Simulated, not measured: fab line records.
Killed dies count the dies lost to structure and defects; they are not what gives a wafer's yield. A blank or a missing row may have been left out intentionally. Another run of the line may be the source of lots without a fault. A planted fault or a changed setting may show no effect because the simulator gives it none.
fab line records -- flow nand_harc -- part 1 of 2: steps 1 to 33 of 44
[record] lots = 5, wafers = 15, last_day = 33
route steps=1302 shown P_ZERO_WELL@27 P_STI@69
lots untouched by any fault: they come from a run of this same line in which no faults occurred
start_h: hours from the record's opening day to when the first of the lot's shown wafers began -- wait_h: time in hours since the lot's previous step -- " same as the row above -- L1.1+2: a single row standing in for several wafers -- - no value present, or no start provided -- * or withheld: withheld -- < > ~ a bound
route shown NAME@n: a module of which the file shows steps, and the number in the route of the first -- usual: the fault-free wafers' mean and standard deviation -- same: alike in all rows -- chamber/n: place in a boat -- sites: each site's reading -- _std_site: the values' standard deviation -- _edge_site: the outer-site mean with the inner-site mean subtracted -- radius_mm: how far each site lies from the wafer's centre -- mask NAME#n: copy n -- behind: the last tool/chamber to shape the wafer -- hold: the reason the lot was held/the length of the hold in hours/how it ended -- device: the transistor (n, p or np) that didn't switch -- end of line: the same wafers' tests at the end of the route -- where a step has no rows: the recipe by itself -- killed: not the wafer's yield, but the dies lost to structure and defects at the first sort -- map: dies across one wafer; x = killed, . = not, _ = none there
set.NAME: the setting that was run; set.NAME@STEP: the one run at that earlier step -- model.NAME: the simulator's own value behind a step, which no gauge read
a table for each step, a row for each wafer; lots at some steps of the route
services: the hour from which a tool's chamber was out of use, counted from the record's first day as start_h (under 0 if before that day), plus the number of hours and why
[[steps]]
[step NHARC_P_ZERO_WELL_PEB_22]
[recipe] peb_temp_c = 118, peb_time_s = 85
[usual] plate_temp_C = 118.00/0.13
lot.wafer,tool,chamber,start_h,wait_h,plate_temp_C
L075.2,litho_track-03,0,32.50,0.1,118.19
L075.3,litho_track-03,0,32.50,0.1,117.89
L075.4,litho_track-03,0,32.50,0.1,117.96
L076.4,litho_track-05,0,42.76,0.0,118.05
L076.5,litho_track-05,0,42.76,0.0,117.86
L076.6,litho_track-05,0,42.76,0.0,118.09
L086.1,litho_track-03,0,142.94,0.1,117.84
L086.3,litho_track-03,0,142.94,0.1,118.03
L086.5,litho_track-03,0,142.94,0.1,117.90
L093.1,litho_track-05,0,212.36,0.1,118.20
L093.3,litho_track-05,0,212.36,0.1,118.16
L093.5,litho_track-05,0,212.36,0.1,118.01
L097.1,litho_track-05,0,252.50,0.1,118.07
L097.3,litho_track-05,0,252.50,0.1,117.99
L097.5,litho_track-05,0,252.50,0.1,118.21
[step NHARC_P_ZERO_WELL_DEVELOP_23]
[recipe] time_s = 70
lot.wafer,tool,chamber,start_h,wait_h
L075.2+3+4,litho_track-03,0,-,-
L076.4+5+6,litho_track-05,0,-,-
L086.1+3+5,litho_track-03,0,-,-
L093.1+3+5,litho_track-05,0,-,-
L097.1+3+5,litho_track-05,0,-,-
[step NHARC_P_ZERO_WELL_CD_MEAS_24]
[recipe] target_cd_nm = 720, landing_energy_ev = 500
[usual] cd_nm = 719.9/1.1
lot.wafer,tool,chamber,start_h,wait_h,cd_nm
L075.2,cd_sem-01,0,32.59,-,720.1
L075.3,cd_sem-01,0,32.59,-,721.2
L075.4,cd_sem-01,0,32.59,-,720.7
L076.4,cd_sem-03,0,42.85,-,720.5
L076.5,cd_sem-03,0,42.85,-,720.7
L076.6,cd_sem-03,0,42.85,-,720.4
L086.1,cd_sem-03,0,143.03,-,720.7
L086.3,cd_sem-03,0,143.03,-,719.9
L086.5,cd_sem-03,0,143.03,-,719.3
L093.1,cd_sem-02,0,212.45,-,717.5
L093.3,cd_sem-02,0,212.45,-,718.9
L093.5,cd_sem-02,0,212.45,-,719.4
L097.1,cd_sem-03,0,252.59,-,719.9
L097.3,cd_sem-03,0,252.59,-,719.8
L097.5,cd_sem-03,0,252.59,-,720.1
[step NHARC_P_ZERO_WELL_HARDBAKE_25]
[recipe] temp_c = 125, time_s = 80
[usual] plate_temp_C = 125.00/0.13
lot.wafer,tool,chamber,start_h,wait_h,plate_temp_C
L075.2,litho_track-05,0,32.67,-,125.11
L075.3,litho_track-05,0,32.67,-,124.92
L075.4,litho_track-05,0,32.67,-,124.96
L076.4,litho_track-07,0,42.93,-,125.12
L076.5,litho_track-07,0,42.93,-,124.89
L076.6,litho_track-07,0,42.93,-,125.16
L086.1,litho_track-03,0,143.11,-,124.83
L086.3,litho_track-03,0,143.11,-,124.98
L086.5,litho_track-03,0,143.11,-,124.91
L093.1,litho_track-07,0,212.53,-,124.92
L093.3,litho_track-07,0,212.53,-,124.92
L093.5,litho_track-07,0,212.53,-,125.02
L097.1,litho_track-05,0,252.67,-,125.02
L097.3,litho_track-05,0,252.67,-,125.03
L097.5,litho_track-05,0,252.67,-,124.97
[step NHARC_P_ZERO_WELL_DESCUM_26]
[recipe] time_s = 3, o2_flow_sccm = 200, ar_flow_sccm = 0, bias_power_w = 0, chemistry = O2
[usual] drypump_motor_current_A = 5.9/0.57, oes_product_au = 1.001/0.008, rf_vpp_V = 57.7/0.95, showerhead_plenum_p_Torr = 1.87/0.073, throttle_valve_pct = 11.311/0.0094
lot.wafer,tool,chamber,start_h,wait_h,drypump_motor_current_A,oes_product_au,rf_hours_counter_h,rf_vpp_V,showerhead_plenum_p_Torr,throttle_valve_pct
L075.4,rie_diel-07,0,32.76,-,6.5,0.983,26,57.3,1.82,11.307
L075.2,rie_diel-07,1,32.76,-,5.4,0.985,23,58.0,2.01,11.316
L075.3,rie_diel-07,2,32.76,-,6.2,0.998,13,56.4,1.82,11.311
L076.4,rie_diel-06,0,43.00,-,4.8,0.988,27,55.6,1.85,11.303
L076.6,rie_diel-06,0,43.00,-,4.8,0.992,-,58.9,1.85,11.317
L076.5,rie_diel-06,1,43.00,-,5.9,1.003,-,58.0,1.79,11.310
L086.1,rie_diel-06,1,143.22,-,5.9,1.013,2,57.4,1.78,11.324
L086.3,rie_diel-06,2,143.22,-,6.3,1.007,2,58.1,1.99,11.310
L086.5,rie_diel-06,2,143.22,-,6.3,1.003,-,57.6,1.99,11.297
L093.1,rie_diel-06,2,212.63,-,6.3,1.005,24,59.4,1.99,11.303
L093.3,rie_diel-06,3,212.63,-,6.7,1.011,24,56.9,1.88,11.316
L093.5,rie_diel-06,1,212.63,-,5.9,1.012,-,57.8,1.78,11.319
L097.1,rie_diel-07,2,252.75,-,6.2,1.004,47,58.7,1.79,11.330
L097.3,rie_diel-07,1,252.75,-,5.4,1.003,37,57.2,1.98,11.298
L097.5,rie_diel-07,2,252.75,-,6.2,0.996,-,57.7,1.79,11.308
[step NHARC_P_ZERO_WELL_IMPLANT_27]
[recipe] energy_kev = 600, dose_cm2 = 1e+13, tilt_deg = 7
lot.wafer,tool,chamber,start_h,wait_h
L075.2+3+4,implanter-02,0,32.92,0.1
L076.4+5+6,implanter-01,0,43.24,0.2
L086.1+3+5,implanter-02,0,143.37,0.1
L093.1+3+5,implanter-02,0,212.75,0.1
L097.1+3+5,implanter-02,0,252.90,0.1
[step NHARC_P_ZERO_WELL_IMPLANT_57]
[recipe] energy_kev = 250, dose_cm2 = 4e+12, tilt_deg = 7
lot.wafer,tool,chamber,start_h,wait_h
L075.2+3+4,implanter-02,0,33.10,0.2
L076.4+5+6,implanter-01,0,43.42,0.2
L086.1+3+5,implanter-02,0,143.55,0.2
L093.1+3+5,implanter-02,0,212.93,0.1
L097.1+3+5,implanter-02,0,253.08,0.2
[step NHARC_P_ZERO_WELL_IMPLANT_58]
[recipe] energy_kev = 100, dose_cm2 = 2e+12, tilt_deg = 7
lot.wafer,tool,chamber,start_h,wait_h
L075.2+3+4,implanter-02,0,33.28,0.1
L076.4+5+6,implanter-01,0,43.60,0.2
L086.1+3+5,implanter-02,0,143.73,0.2
L093.1+3+5,implanter-02,0,213.11,0.2
L097.1+3+5,implanter-02,0,253.26,0.1
[step NHARC_P_ZERO_WELL_STRIP_28]
[recipe] time_s = 840, temp_c = 130, chemistry = SPM
lot.wafer,tool,chamber,start_h,wait_h
L075.2+3+4,wet_bench-05,"3,5,6",33.47,0.2
L076.4+6+5,wet_bench-06,"3,4,5",43.74,0.1
L086.1+3+5,wet_bench-03,"7,2,3",143.95,0.2
L093.1+5+3,wet_bench-05,"7,2,3",213.32,0.2
L097.3+5+1,wet_bench-06,"4,5,0",253.48,0.1
[step NHARC_P_ZERO_WELL_DEHYDRATE_29]
[recipe] temp_c = 150, time_s = 120
[usual] plate_temp_C = 150.01/0.14
lot.wafer,tool,chamber,start_h,wait_h,plate_temp_C
L075.2,litho_track-07,0,33.79,-,150.02
L075.3,litho_track-07,0,33.79,-,149.91
L075.4,litho_track-07,0,33.79,-,150.05
L076.4,litho_track-03,0,44.06,-,150.21
L076.5,litho_track-03,0,44.06,-,150.17
L076.6,litho_track-03,0,44.06,-,150.20
L086.1,litho_track-07,0,144.28,-,150.26
L086.3,litho_track-07,0,144.28,-,149.96
L086.5,litho_track-07,0,144.28,-,150.07
L093.1,litho_track-03,0,213.65,-,149.82
L093.3,litho_track-03,0,213.65,-,149.93
L093.5,litho_track-03,0,213.65,-,149.74
L097.1,litho_track-05,0,253.80,-,150.19
L097.3,litho_track-05,0,253.80,-,150.04
L097.5,litho_track-05,0,253.80,-,149.82
[step NHARC_P_ZERO_WELL_HMDS_30]
[recipe] time_s = 30
lot.wafer,tool,chamber,start_h,wait_h
L075.2+3+4,litho_track-07,0,-,-
L076.4+5+6,litho_track-03,0,-,-
L086.1+3+5,litho_track-07,0,-,-
L093.1+3+5,litho_track-03,0,-,-
L097.1+3+5,litho_track-05,0,-,-
[step NHARC_P_ZERO_WELL_COAT_31]
[recipe] spin_rpm = withheld
lot.wafer,tool,chamber,start_h,wait_h
L075.2+3+4,litho_track-07,0,-,-
L076.4+5+6,litho_track-03,0,-,-
L086.1+3+5,litho_track-07,0,-,-
L093.1+3+5,litho_track-03,0,-,-
L097.1+3+5,litho_track-05,0,-,-
[step NHARC_P_ZERO_WELL_SOFTBAKE_32]
[recipe] temp_c = 122, time_s = 95
[usual] plate_temp_C = 121.96/0.13
lot.wafer,tool,chamber,start_h,wait_h,plate_temp_C
L075.2,litho_track-07,0,-,-,122.13
L075.3,litho_track-07,0,-,-,122.14
L075.4,litho_track-07,0,-,-,122.14
L076.4,litho_track-03,0,-,-,121.75
L076.5,litho_track-03,0,-,-,121.96
L076.6,litho_track-03,0,-,-,121.98
L086.1,litho_track-07,0,-,-,121.89
L086.3,litho_track-07,0,-,-,121.99
L086.5,litho_track-07,0,-,-,121.84
L093.1,litho_track-03,0,-,-,121.98
L093.3,litho_track-03,0,-,-,121.63
L093.5,litho_track-03,0,-,-,121.98
L097.1,litho_track-05,0,-,-,122.08
L097.3,litho_track-05,0,-,-,122.12
L097.5,litho_track-05,0,-,-,121.94
[step NHARC_P_ZERO_WELL_EBR_33]
lot.wafer,tool,chamber,start_h,wait_h
L075.2+3+4,litho_track-07,0,-,-
L076.4+5+6,litho_track-03,0,-,-
L086.1+3+5,litho_track-07,0,-,-
L093.1+3+5,litho_track-03,0,-,-
L097.1+3+5,litho_track-05,0,-,-
[step NHARC_P_ZERO_WELL_EXPOSE_34]
[recipe] na = 0.6, target_cd_nm = 720, dose_mj = 22.31, mask_id = P_PWELL
[usual] focus_offset_nm = -0.1/0.5
lot.wafer,tool,chamber,start_h,wait_h,mask,focus_offset_nm
L075.2,krf_scanner-02,0,33.94,-,P_PWELL#0,0.0
L075.3,krf_scanner-02,0,33.94,-,P_PWELL#0,-0.1
L075.4,krf_scanner-02,0,33.94,-,P_PWELL#0,0.8
L076.4,krf_scanner-01,0,44.34,-,P_PWELL#0,-0.1
L076.5,krf_scanner-01,0,44.34,-,P_PWELL#0,-0.3
L076.6,krf_scanner-01,0,44.34,-,P_PWELL#0,0.4
L086.1,krf_scanner-01,0,144.55,-,P_PWELL#0,-0.4
L086.3,krf_scanner-01,0,144.55,-,P_PWELL#0,-1.1
L086.5,krf_scanner-01,0,144.55,-,P_PWELL#0,0.5
L093.1,krf_scanner-04,0,213.92,-,P_PWELL#0,0.6
L093.3,krf_scanner-04,0,213.92,-,P_PWELL#0,-0.4
L093.5,krf_scanner-04,0,213.92,-,P_PWELL#0,0.0
L097.1,krf_scanner-04,0,254.07,-,P_PWELL#0,-0.9
L097.3,krf_scanner-04,0,254.07,-,P_PWELL#0,-0.3
L097.5,krf_scanner-04,0,254.07,-,P_PWELL#0,-0.8
[step NHARC_P_ZERO_WELL_PEB_35]
[recipe] peb_temp_c = 118, peb_time_s = 85
[usual] plate_temp_C = 118.00/0.14
lot.wafer,tool,chamber,start_h,wait_h,plate_temp_C
L075.2,litho_track-03,0,34.01,0.1,118.12
L075.3,litho_track-03,0,34.01,0.1,118.32
L075.4,litho_track-03,0,34.01,0.1,118.08
L076.4,litho_track-07,0,44.40,0.0,118.02
L076.5,litho_track-07,0,44.40,0.0,118.30
L076.6,litho_track-07,0,44.40,0.0,118.33
L086.1,litho_track-05,0,144.61,0.1,117.65
L086.3,litho_track-05,0,144.61,0.1,117.96
L086.5,litho_track-05,0,144.61,0.1,117.96
L093.1,litho_track-05,0,213.99,0.1,117.91
L093.3,litho_track-05,0,213.99,0.1,118.10
L093.5,litho_track-05,0,213.99,0.1,117.86
L097.1,litho_track-05,0,254.14,0.1,118.21
L097.3,litho_track-05,0,254.14,0.1,118.05
L097.5,litho_track-05,0,254.14,0.1,118.20
[step NHARC_P_ZERO_WELL_DEVELOP_36]
[recipe] time_s = 70
lot.wafer,tool,chamber,start_h,wait_h
L075.2+3+4,litho_track-03,0,-,-
L076.4+5+6,litho_track-07,0,-,-
L086.1+3+5,litho_track-05,0,-,-
L093.1+3+5,litho_track-05,0,-,-
L097.1+3+5,litho_track-05,0,-,-
[step NHARC_P_ZERO_WELL_CD_MEAS_37]
[recipe] target_cd_nm = 720, landing_energy_ev = 500
[usual] cd_nm = 719.4/1.4
lot.wafer,tool,chamber,start_h,wait_h,cd_nm
L075.2,cd_sem-01,0,34.10,-,720.2
L075.3,cd_sem-01,0,34.10,-,720.6
L075.4,cd_sem-01,0,34.10,-,719.5
L076.4,cd_sem-03,0,44.49,-,717.4
L076.5,cd_sem-03,0,44.49,-,720.0
L076.6,cd_sem-03,0,44.49,-,718.4
L086.1,cd_sem-01,0,144.70,-,721.4
L086.3,cd_sem-01,0,144.70,-,720.4
L086.5,cd_sem-01,0,144.70,-,720.5
L093.1,cd_sem-03,0,214.08,-,718.3
L093.3,cd_sem-03,0,214.08,-,722.2
L093.5,cd_sem-03,0,214.08,-,719.9
L097.1,cd_sem-02,0,254.23,-,720.2
L097.3,cd_sem-02,0,254.23,-,718.6
L097.5,cd_sem-02,0,254.23,-,719.0
[step NHARC_P_ZERO_WELL_HARDBAKE_38]
[recipe] temp_c = 125, time_s = 80
[usual] plate_temp_C = 125.00/0.12
lot.wafer,tool,chamber,start_h,wait_h,plate_temp_C
L075.2,litho_track-07,0,34.18,-,125.05
L075.3,litho_track-07,0,34.18,-,125.01
L075.4,litho_track-07,0,34.18,-,125.04
L076.4,litho_track-03,0,44.57,-,124.91
L076.5,litho_track-03,0,44.57,-,124.90
L076.6,litho_track-03,0,44.57,-,125.00
L086.1,litho_track-03,0,144.78,-,125.09
L086.3,litho_track-03,0,144.78,-,124.92
L086.5,litho_track-03,0,144.78,-,125.08
L093.1,litho_track-07,0,214.16,-,124.89
L093.3,litho_track-07,0,214.16,-,125.12
L093.5,litho_track-07,0,214.16,-,124.81
L097.1,litho_track-05,0,254.31,-,124.93
L097.3,litho_track-05,0,254.31,-,125.10
L097.5,litho_track-05,0,254.31,-,124.97
[step NHARC_P_ZERO_WELL_DESCUM_39]
[recipe] time_s = 3, o2_flow_sccm = 200, ar_flow_sccm = 0, bias_power_w = 0, chemistry = O2
[usual] drypump_motor_current_A = 5.7/0.6, oes_product_au = 1.000/0.0075, rf_vpp_V = 57.6/0.96, showerhead_plenum_p_Torr = 1.87/0.063, throttle_valve_pct = 11.311/0.0099
lot.wafer,tool,chamber,start_h,wait_h,drypump_motor_current_A,oes_product_au,rf_hours_counter_h,rf_vpp_V,showerhead_plenum_p_Torr,throttle_valve_pct
L075.4,rie_diel-04,1,34.33,-,4.9,0.996,2,58.5,1.88,11.323
L075.2,rie_diel-04,2,34.33,-,6.0,1.010,2,56.5,1.86,11.308
L075.3,rie_diel-04,0,34.33,-,5.4,0.993,3,57.0,1.82,11.327
L076.4,rie_diel-04,3,44.66,-,5.4,1.002,6,57.8,1.91,11.330
L076.6,rie_diel-04,2,44.66,-,6.1,1.014,-,57.9,1.85,11.315
L076.5,rie_diel-04,3,44.66,-,5.4,1.010,-,56.4,1.91,11.311
L086.3,rie_diel-06,0,144.89,-,4.8,1.006,1,58.5,1.84,11.316
L086.1,rie_diel-06,1,144.89,-,5.9,1.012,3,56.2,1.78,11.323
L086.5,rie_diel-06,3,144.89,-,6.7,1.009,-,57.9,1.89,11.316
L093.3,rie_diel-06,1,214.25,-,5.9,1.008,27,56.6,1.78,11.326
L093.1,rie_diel-06,2,214.25,-,6.3,1.007,24,57.6,1.99,11.305
L093.5,rie_diel-06,0,214.25,-,4.8,1.007,-,57.8,1.83,11.306
L097.1,rie_diel-04,2,254.39,-,6.0,0.997,19,57.8,1.83,11.305
L097.3,rie_diel-04,3,254.39,-,5.4,0.997,17,58.8,1.89,11.315
L097.5,rie_diel-04,3,254.39,-,5.4,1.003,-,57.6,1.89,11.291
[step NHARC_P_ZERO_WELL_IMPLANT_40]
[recipe] energy_kev = 300, dose_cm2 = 1e+13, tilt_deg = 7
lot.wafer,tool,chamber,start_h,wait_h
L075.2+3+4,implanter-01,0,34.51,0.2
L076.4+5+6,implanter-01,0,44.88,0.2
L086.1+3+5,implanter-02,0,145.02,0.1
L093.1+3+5,implanter-01,0,214.38,0.1
L097.1+3+5,implanter-01,0,254.53,0.1
[step NHARC_P_ZERO_WELL_IMPLANT_59]
[recipe] energy_kev = 120, dose_cm2 = 5e+12, tilt_deg = 7
lot.wafer,tool,chamber,start_h,wait_h
L075.2+3+4,implanter-01,0,34.69,0.1
L076.4+5+6,implanter-01,0,45.06,0.2
L086.1+3+5,implanter-02,0,145.20,0.1
L093.1+3+5,implanter-01,0,214.56,0.2
L097.1+3+5,implanter-01,0,254.72,0.2
[step NHARC_P_ZERO_WELL_IMPLANT_60]
[recipe] energy_kev = 30, dose_cm2 = 2e+12, tilt_deg = 7
lot.wafer,tool,chamber,start_h,wait_h
L075.2+3+4,implanter-01,0,34.87,0.2
L076.4+5+6,implanter-01,0,45.25,0.2
L086.1+3+5,implanter-02,0,145.38,0.2
L093.1+3+5,implanter-01,0,214.74,0.1
L097.1+3+5,implanter-01,0,254.90,0.1
[step NHARC_P_ZERO_WELL_STRIP_41]
[recipe] time_s = 840, temp_c = 130, chemistry = SPM
lot.wafer,tool,chamber,start_h,wait_h
L075.2+4+3,wet_bench-05,"4,5,6",35.08,0.2
L076.6+5+4,wet_bench-06,"4,6,0",45.37,0.0
L086.5+1+3,wet_bench-06,"2,6,7",145.59,0.1
L093.1+3+5,wet_bench-05,"4,5,6",214.96,0.2
L097.5+1+3,wet_bench-03,"2,6,7",255.11,0.1
[step NHARC_P_ZERO_WELL_DEHYDRATE_44]
[recipe] temp_c = 150, time_s = 120
[usual] plate_temp_C = 150.01/0.13
lot.wafer,tool,chamber,start_h,wait_h,plate_temp_C
L075.2,litho_track-05,0,35.39,-,149.85
L075.3,litho_track-05,0,35.39,-,149.93
L075.4,litho_track-05,0,35.39,-,149.94
L076.4,litho_track-07,0,45.70,-,149.96
L076.5,litho_track-07,0,45.70,-,149.88
L076.6,litho_track-07,0,45.70,-,149.86
L086.1,litho_track-07,0,145.92,-,150.02
L086.3,litho_track-07,0,145.92,-,150.14
L086.5,litho_track-07,0,145.92,-,150.26
L093.1,litho_track-03,0,215.28,-,150.09
L093.3,litho_track-03,0,215.28,-,149.89
L093.5,litho_track-03,0,215.28,-,150.03
L097.1,litho_track-03,0,255.44,-,150.08
L097.3,litho_track-03,0,255.44,-,149.97
L097.5,litho_track-03,0,255.44,-,150.08
[step NHARC_P_ZERO_WELL_HMDS_45]
[recipe] time_s = 30
lot.wafer,tool,chamber,start_h,wait_h
L075.2+3+4,litho_track-05,0,-,-
L076.4+5+6,litho_track-07,0,-,-
L086.1+3+5,litho_track-07,0,-,-
L093.1+3+5,litho_track-03,0,-,-
L097.1+3+5,litho_track-03,0,-,-
[step NHARC_P_ZERO_WELL_COAT_46]
[recipe] spin_rpm = withheld
lot.wafer,tool,chamber,start_h,wait_h
L075.2+3+4,litho_track-05,0,-,-
L076.4+5+6,litho_track-07,0,-,-
L086.1+3+5,litho_track-07,0,-,-
L093.1+3+5,litho_track-03,0,-,-
L097.1+3+5,litho_track-03,0,-,-
[step NHARC_P_ZERO_WELL_SOFTBAKE_47]
[recipe] temp_c = 122, time_s = 95
[usual] plate_temp_C = 122.00/0.13
lot.wafer,tool,chamber,start_h,wait_h,plate_temp_C
L075.2,litho_track-05,0,-,-,121.81
L075.3,litho_track-05,0,-,-,122.10
L075.4,litho_track-05,0,-,-,121.70
L076.4,litho_track-07,0,-,-,122.02
L076.5,litho_track-07,0,-,-,122.07
L076.6,litho_track-07,0,-,-,122.07
L086.1,litho_track-07,0,-,-,121.92
L086.3,litho_track-07,0,-,-,122.29
L086.5,litho_track-07,0,-,-,121.97
L093.1,litho_track-03,0,-,-,121.99
L093.3,litho_track-03,0,-,-,122.03
L093.5,litho_track-03,0,-,-,122.08
L097.1,litho_track-03,0,-,-,121.82
L097.3,litho_track-03,0,-,-,121.95
L097.5,litho_track-03,0,-,-,121.67
[step NHARC_P_ZERO_WELL_EBR_48]
lot.wafer,tool,chamber,start_h,wait_h
L075.2+3+4,litho_track-05,0,-,-
L076.4+5+6,litho_track-07,0,-,-
L086.1+3+5,litho_track-07,0,-,-
L093.1+3+5,litho_track-03,0,-,-
L097.1+3+5,litho_track-03,0,-,-
[step NHARC_P_ZERO_WELL_EXPOSE_49]
[recipe] na = 0.6, target_cd_nm = 2000, dose_mj = 22.64, mask_id = P_HVPW
[usual] focus_offset_nm = -0.1/0.52
lot.wafer,tool,chamber,start_h,wait_h,mask,focus_offset_nm
L075.2,krf_scanner-02,0,35.66,-,P_HVPW#0,-0.4
L075.3,krf_scanner-02,0,35.66,-,P_HVPW#0,-0.4
L075.4,krf_scanner-02,0,35.66,-,P_HVPW#0,-0.2
L076.4,krf_scanner-04,0,45.99,-,P_HVPW#0,-0.3
L076.5,krf_scanner-04,0,45.99,-,P_HVPW#0,-0.9
L076.6,krf_scanner-04,0,45.99,-,P_HVPW#0,-0.3
L086.1,krf_scanner-02,0,146.19,-,P_HVPW#0,-0.4
L086.3,krf_scanner-02,0,146.19,-,P_HVPW#0,-0.4
L086.5,krf_scanner-02,0,146.19,-,P_HVPW#0,-0.6
L093.1,krf_scanner-02,0,215.43,-,P_HVPW#0,0.4
L093.3,krf_scanner-02,0,215.43,-,P_HVPW#0,-0.7
L093.5,krf_scanner-02,0,215.43,-,P_HVPW#0,0.3
L097.1,krf_scanner-02,0,255.59,-,P_HVPW#0,0.0
L097.3,krf_scanner-02,0,255.59,-,P_HVPW#0,-0.3
L097.5,krf_scanner-02,0,255.59,-,P_HVPW#0,0.0
[step NHARC_P_ZERO_WELL_PEB_50]
[recipe] peb_temp_c = 118, peb_time_s = 85
[usual] plate_temp_C = 117.99/0.13
lot.wafer,tool,chamber,start_h,wait_h,plate_temp_C
L075.2,litho_track-03,0,35.72,0.1,117.89
L075.3,litho_track-03,0,35.72,0.1,117.98
L075.4,litho_track-03,0,35.72,0.1,117.85
L076.4,litho_track-05,0,46.05,0.1,118.12
L076.5,litho_track-05,0,46.05,0.1,118.18
L076.6,litho_track-05,0,46.05,0.1,118.01
L086.1,litho_track-03,0,146.26,0.1,117.88
L086.3,litho_track-03,0,146.26,0.1,117.90
L086.5,litho_track-03,0,146.26,0.1,118.01
L093.1,litho_track-07,0,215.49,0.1,118.05
L093.3,litho_track-07,0,215.49,0.1,117.88
L093.5,litho_track-07,0,215.49,0.1,117.80
L097.1,litho_track-03,0,255.66,0.1,118.21
L097.3,litho_track-03,0,255.66,0.1,117.89
L097.5,litho_track-03,0,255.66,0.1,118.15
[step NHARC_P_ZERO_WELL_DEVELOP_51]
[recipe] time_s = 70
lot.wafer,tool,chamber,start_h,wait_h
L075.2+3+4,litho_track-03,0,-,-
L076.4+5+6,litho_track-05,0,-,-
L086.1+3+5,litho_track-03,0,-,-
L093.1+3+5,litho_track-07,0,-,-
L097.1+3+5,litho_track-03,0,-,-
[step NHARC_P_ZERO_WELL_CD_MEAS_52]
[recipe] target_cd_nm = 2000, landing_energy_ev = 500
[usual] cd_nm = 2000.7/1.1
lot.wafer,tool,chamber,start_h,wait_h,cd_nm
L075.2,cd_sem-02,0,35.82,-,2001.0
L075.3,cd_sem-02,0,35.82,-,1998.9
L075.4,cd_sem-02,0,35.82,-,2001.7
L076.4,cd_sem-02,0,46.14,-,1999.4
L076.5,cd_sem-02,0,46.14,-,1999.7
L076.6,cd_sem-02,0,46.14,-,2001.0
L086.1,cd_sem-03,0,146.36,-,1999.2
L086.3,cd_sem-03,0,146.36,-,1999.9
L086.5,cd_sem-03,0,146.36,-,1999.3
L093.1,cd_sem-03,0,215.58,-,2001.5
L093.3,cd_sem-03,0,215.58,-,2001.1
L093.5,cd_sem-03,0,215.58,-,2002.6
L097.1,cd_sem-03,0,255.75,-,1999.5
L097.3,cd_sem-03,0,255.75,-,2000.8
L097.5,cd_sem-03,0,255.75,-,2000.9
